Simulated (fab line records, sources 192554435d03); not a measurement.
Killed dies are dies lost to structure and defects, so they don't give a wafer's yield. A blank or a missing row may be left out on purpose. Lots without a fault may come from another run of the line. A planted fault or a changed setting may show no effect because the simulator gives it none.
Which tool did it? | flow n5_finfet | 10 lots, 28 wafers sampled, at 7 steps of a route of 1938

WHAT THE GAUGES READ, wafer by wafer
N5_SD_EPI_N_OVL_MEAS_10. Usual: SD_N_BLK_OVL 0.6 nm, standard deviation 0.69.
lot  | measured    | on         | SD_N_BLK_OVL (nm) | flag
L267 | day 3 00:46 | overlay-02 | 1.4 -0.2          |
L268 | day 3 09:05 | overlay-02 | 0.8 2.1 1.4       |
L270 | day 3 17:40 | overlay-02 | 1.0 0.2 1.2       |
L273 | day 4 11:47 | overlay-01 | 0.8 0.2 0.7       |
L274 | day 4 19:21 | overlay-01 | 0.2 0.6 -0.6      |
L277 | day 5 14:38 | overlay-01 | 0.0 0.7 0.3       |
L278 | day 5 17:22 | overlay-02 | 0.1 0.5 0.2       |
L279 | day 6 03:54 | overlay-01 | 0.9 1.7           |
L289 | day 8 16:26 | overlay-02 | -0.9 0.8 -0.1     |
L290 | day 8 21:24 | overlay-01 | 0.2 0.7 1.5       |

N5_SD_EPI_N_EPI_MEAS_23. Usual: thk_nm 59.4 nm, standard deviation 1.1.
lot  | measured    | on            | thk_nm (nm)    | flag
L267 | day 3 04:13 | film_metro-01 | 61.3 59.9      |
L268 | day 3 12:31 | film_metro-01 | 58.9 60.1 61.1 |
L270 | day 3 21:52 | film_metro-02 | 57.9 59.6 60.1 |
L273 | day 4 16:58 | film_metro-01 | 58.4 60.9 59.3 |
L274 | day 4 22:48 | film_metro-01 | 59.1 57.3 59.3 |
L277 | day 5 18:06 | film_metro-01 | 59.2 58.2 60.3 |
L278 | day 5 21:02 | film_metro-01 | 60.0 59.6 58.9 |
L279 | day 6 07:22 | film_metro-01 | 59.7 58.3      |
L289 | day 8 20:08 | film_metro-01 | 43.9 59.9 60.7 | OFF
L290 | day 9 00:51 | film_metro-01 | 42.8 43.9 60.4 | OFF

N5_SD_ACTIVATION_RS_MEAS_03: measures by four-point-probe. Usual: RS_SD_N 21.81 ohm/sq, standard deviation 0.27; RS_SD_P 56.0 ohm/sq, standard deviation 1.2.
lot  | measured    | on            | RS_SD_N (ohm/sq)  | RS_SD_P (ohm/sq) | flag
L267 | day 3 10:23 | film_metro-01 | 21.37 21.66       | 55.4 55.3        |
L268 | day 3 18:40 | film_metro-02 | 22.14 21.55 21.47 | 57.5 57.7 57.1   |
L270 | day 4 04:01 | film_metro-01 | 22.04 21.70 21.69 | 55.0 56.3 56.3   |
L273 | day 4 22:47 | film_metro-02 | 21.72 21.46 21.71 | 54.7 55.2 54.6   |
L274 | day 5 04:10 | film_metro-01 | 21.52 21.55 21.32 | 55.2 55.6 55.1   |
L277 | day 5 23:38 | film_metro-01 | 21.65 21.64 21.56 | 57.1 56.4 56.0   |
L278 | day 6 02:13 | film_metro-01 | 21.91 22.00 22.18 | 56.4 57.1 56.9   |
L279 | day 6 12:38 | film_metro-02 | 21.89 22.26       | 55.1 55.6        |
L289 | day 9 03:08 | film_metro-01 | 30.15 21.99 22.13 | 55.6 55.3 54.6   | OFF
L290 | day 9 06:08 | film_metro-01 | 29.93 29.89 21.49 | 57.5 56.4 57.4   | OFF

N5_BEOL_M4_RC_MEAS_101. Usual: DIBL_N 36.1 mV/V, standard deviation 2; DIBL_P 36.3 mV/V, standard deviation 2.5; IOFF_N 0.16 nA/um, standard deviation 0.037; IOFF_P 0.21 nA/um, standard deviation 0.039; ION_N 678 uA/um, standard deviation 15; ION_P 465 uA/um, standard deviation 8.7; REXT_N 75.2 ohm.um, standard deviation 1.7; RS_SD_N 28.3 ohm/sq, standard deviation 0.35; SS_N 71.4 mV/dec, standard deviation 0.7; SS_P 73.3 mV/dec, standard deviation 0.74; VT_N 249 mV, standard deviation 3.6; VT_P -250.0 mV, standard deviation 2.9.
lot  | measured     | on        | DIBL_N (mV/V)  | DIBL_P (mV/V)  | IOFF_N (nA/um) | IOFF_P (nA/um) | ION_N (uA/um) | ION_P (uA/um) | REXT_N (ohm.um) | RS_SD_N (ohm/sq) | SS_N (mV/dec)  | SS_P (mV/dec)  | VT_N (mV)   | VT_P (mV)            | flag
L267 | day 7 18:09  | prober-01 | 35.5 33.2      | 36.4 33.5      | 0.16 0.11      | 0.26 0.20      | 669 649       | 475 462       | 75.7 76.8       | 28.2 28.1        | 72.2 71.1      | 73.6 72.7      | 251 257     | -243.3 -247.6        |
L268 | day 8 10:25  | prober-02 | 38.3 35.3 35.2 | 39.1 35.5 36.0 | 0.24 0.16 0.16 | 0.29 0.22 0.23 | 711 670 671   | 482 465 465   | 75.3 76.7 78.1  | 28.4 27.9 27.6   | 71.9 71.7 71.8 | 73.6 71.8 72.8 | 241 249 245 | -245.8 -248.4 -249.0 |
L270 | day 8 13:13  | prober-02 | 33.3 36.9 33.6 | 30.4 35.9 30.2 | 0.09 0.14 0.09 | 0.15 0.21 0.14 | 643 684 642   | 452 470 443   | 77.0 77.3 76.8  | 28.8 28.5 28.4   | 70.6 71.0 70.6 | 72.3 72.7 71.8 | 257 250 258 | -252.8 -250.1 -255.9 |
L273 | day 9 06:28  | prober-01 | 34.8 34.5 38.4 | 35.2 35.1 40.7 | 0.14 0.13 0.21 | 0.18 0.17 0.27 | 687 670 687   | 470 459 472   | 72.7 74.7 75.3  | 28.4 27.9 27.8   | 71.5 71.3 72.4 | 72.7 73.1 74.3 | 251 251 244 | -250.1 -251.9 -245.6 |
L274 | day 9 07:47  | prober-02 | 32.3 34.5 37.8 | 30.4 33.9 38.5 | 0.09 0.12 0.17 | 0.14 0.18 0.25 | 653 666 672   | 459 465 467   | 74.2 76.4 77.0  | 28.0 28.2 28.0   | 70.1 71.4 71.9 | 71.2 73.0 73.8 | 257 251 248 | -253.7 -250.1 -247.8 |
L277 | day 10 22:55 | prober-02 | 34.5 36.6 36.0 | 33.9 35.8 35.6 | 0.13 0.16 0.16 | 0.19 0.22 0.21 | 677 685 683   | 467 462 465   | 74.6 74.2 74.9  | 27.7 28.4 28.2   | 71.6 72.0 71.9 | 73.5 73.9 73.1 | 249 246 247 | -249.3 -250.9 -249.6 |
L278 | day 11 15:52 | prober-01 | 34.2 35.7 39.3 | 32.9 34.2 38.5 | 0.12 0.14 0.20 | 0.19 0.20 0.28 | 666 675 667   | 463 466 456   | 75.2 74.6 74.8  | 28.2 28.4 28.8   | 70.9 71.2 73.3 | 72.2 73.9 73.9 | 253 252 247 | -250.1 -249.2 -248.1 |
L279 | day 11 16:26 | prober-02 | 38.8 38.7      | 41.2 39.1      | 0.25 0.23      | 0.32 0.27      | 705 697       | 485 474       | 72.5 72.4       | 28.6 28.7        | 72.3 72.0      | 73.9 73.4      | 243 244     | -243.5 -249.4        |
L289 | day 14 13:26 | prober-01 | 40.5 36.3 37.8 | 41.0 37.9 38.1 | 0.23 0.17 0.21 | 0.31 0.25 0.24 | 685 687 689   | 476 474 460   | 87.0 78.9 77.0  | 39.1 28.3 28.5   | 72.4 71.1 72.4 | 74.4 74.2 74.1 | 244 246 244 | -245.9 -244.9 -248.1 | OFF
L290 | day 14 01:16 | prober-02 | 34.9 37.5 32.6 | 34.1 37.5 32.2 | 0.12 0.15 0.11 | 0.18 0.23 0.16 | 660 656 674   | 466 468 474   | 85.6 84.8 73.4  | 38.9 38.4 28.2   | 70.1 71.6 70.5 | 73.3 74.1 72.4 | 253 253 252 | -251.3 -249.1 -252.8 | OFF

WHICH TOOL RAN EACH LOT (tool, then ch and the chambers of the sampled wafers, then the start)
lot  | N5_DUMMY_GATE_STRIP_48            | N5_SPACER0_ALD_08                | N5_SD_EPI_N_EPI_21
L267 | rie_diel-03 ch 0,1, day 2 23:32   | ald_sin-03 ch 0,2, day 3 00:11   | epi_rpcvd-02 ch 0, day 3 03:20
L268 | rie_diel-02 ch 0,2,3, day 3 07:52 | ald_sin-03 ch 0,1,2, day 3 08:29 | epi_rpcvd-03 ch 0, day 3 10:49
L270 | rie_diel-03 ch 0,3, day 3 16:34   | ald_sin-03 ch 0,2,3, day 3 17:13 | epi_rpcvd-01 ch 0, day 3 19:57
L273 | rie_diel-02 ch 0,2,3, day 4 10:32 | ald_sin-02 ch 0,1,2, day 4 11:13 | epi_rpcvd-01 ch 0, day 4 13:57
L274 | rie_diel-01 ch 0,1,2, day 4 18:15 | ald_sin-04 ch 0,2,3, day 4 18:53 | epi_rpcvd-01 ch 0, day 4 21:22
L277 | rie_diel-01 ch 2,3, day 5 13:29   | ald_sin-03 ch 1,2,3, day 5 14:10 | epi_rpcvd-03 ch 0, day 5 16:40
L278 | rie_diel-03 ch 2,3, day 5 16:08   | ald_sin-02 ch 0,1,2, day 5 16:47 | epi_rpcvd-02 ch 0, day 5 19:20
L279 | rie_diel-01 ch 0, day 6 02:41     | ald_sin-03 ch 2,3, day 6 03:19   | epi_rpcvd-01 ch 0, day 6 05:55
L289 | rie_diel-01 ch 0,3, day 8 14:49   | ald_sin-04 ch 1,2, day 8 15:51   | epi_rpcvd-01 ch 0, day 8 19:16
L290 | rie_diel-02 ch 0,1, day 8 18:31   | ald_sin-02 ch 1,2, day 8 20:49   | epi_rpcvd-01 ch 0, day 8 23:25
- N5_DUMMY_GATE_STRIP_48: strips in N2/H2, time 20 s.
- N5_SPACER0_ALD_08: deposits SiNx, target thk 2 nm.
- N5_SD_EPI_N_EPI_21: deposits Si:P, time 690 s.

WHAT THE TOOLS THEMSELVES READ (means of the sampled wafers that have a number; where no wafer has one, the mark that the record gives instead)
N5_DUMMY_GATE_STRIP_48. Usual: drypump_motor_current_A 6.0 A, standard deviation 0.41; n2_flow_sccm 300.0 sccm, standard deviation 0.83; oes_product_au 0.77 a.u., standard deviation 0.089; rf_vpp_V 45.3 V, standard deviation 0.83; showerhead_plenum_p_Torr 3.35 Torr, standard deviation 0.098; temp_c 39.98 C, standard deviation 0.11; throttle_valve_pct 12.22 %, standard deviation 0.28.
lot  | tool        | drypump_motor_current_A (A) | n2_flow_sccm (sccm) | oes_product_au (a.u.) | rf_vpp_V (V) | showerhead_plenum_p_Torr (Torr) | temp_c (C) | throttle_valve_pct (%) | flag
L267 | rie_diel-03 | 5.6                         | 300.1               | 0.77                  | 44.7         | 3.37                            | 40.03      | 12.14                  |
L268 | rie_diel-02 | 6.1                         | 299.5               | 0.81                  | 45.5         | 3.31                            | 40.01      | 12.10                  |
L270 | rie_diel-03 | 6.1                         | 300.2               | 0.76                  | 45.9         | 3.46                            | 39.99      | 12.18                  |
L273 | rie_diel-02 | 6.1                         | 300.0               | 0.80                  | 45.6         | 3.30                            | 40.04      | 12.12                  |
L274 | rie_diel-01 | 6.1                         | 300.1               | 0.81                  | 45.4         | 3.41                            | 40.09      | 12.19                  |
L277 | rie_diel-01 | 6.0                         | 301.0               | 0.73                  | 46.3         | 3.45                            | 39.95      | 12.37                  |
L278 | rie_diel-03 | 6.5                         | 300.2               | 0.72                  | 45.6         | 3.44                            | 40.06      | 12.32                  |
L279 | rie_diel-01 | 6.2                         | 299.8               | 0.69                  | 45.0         | 3.42                            | 39.89      | 12.30                  |
L289 | rie_diel-01 | 6.0                         | 299.6               | 0.80                  | 45.0         | 3.37                            | 39.99      | 12.22                  |
L290 | rie_diel-02 | 6.4                         | 300.0               | 0.84                  | 45.4         | 3.36                            | 40.05      | 11.95                  |

N5_SPACER0_ALD_08. Usual: heater_power_w 858 W, standard deviation 95.
lot  | tool       | heater_power_w (W) | flag
L267 | ald_sin-03 | 865                |
L268 | ald_sin-03 | 888                |
L270 | ald_sin-03 | 880                |
L273 | ald_sin-02 | 788                |
L274 | ald_sin-04 | 868                |
L277 | ald_sin-03 | 883                |
L278 | ald_sin-02 | 786                |
L279 | ald_sin-03 | 861                |
L289 | ald_sin-04 | 865                |
L290 | ald_sin-02 | 808                |

THE ANSWER, worked out from the rows above alone
Rule: a lot is off if the mean of its wafers that have a number lies more than 3 standard deviations from the usual mean. A lot without any number at a reading at which 4 lots or more have one is off too. The other lots that the step has rows for count as sound. The gauges are gone through in route order, then the tools' own readings, and for those a lot's mean is taken as printed above. The first step at which some lot is off is used, and at that step the reading that is off furthest; a lot without a number counts as furthest.
Off: L289, L290, at N5_SD_EPI_N_EPI_MEAS_23 (thk_nm).
A tool fits if, at a process step before that reading, it ran every lot that is off, and no sound lot after the first of them. The gauges at N5_SD_EPI_N_EPI_MEAS_23 aren't tried: what is off there is off at N5_BEOL_M4_RC_MEAS_101 too, on other tools, and a gauge's error can't cause that. One fits: epi_rpcvd-01 at N5_SD_EPI_N_EPI_21. Its last sound lot is L279 (day 6 05:55), its first lot that is off L289 (day 8 19:16): a fault that began between those two fits.

WHAT THE SIMULATOR HAD PUT IN
Process parameter drift: epi_rpcvd-01, from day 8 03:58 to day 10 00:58, at N5_SD_EPI_N_EPI_21. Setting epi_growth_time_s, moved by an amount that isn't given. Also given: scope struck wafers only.
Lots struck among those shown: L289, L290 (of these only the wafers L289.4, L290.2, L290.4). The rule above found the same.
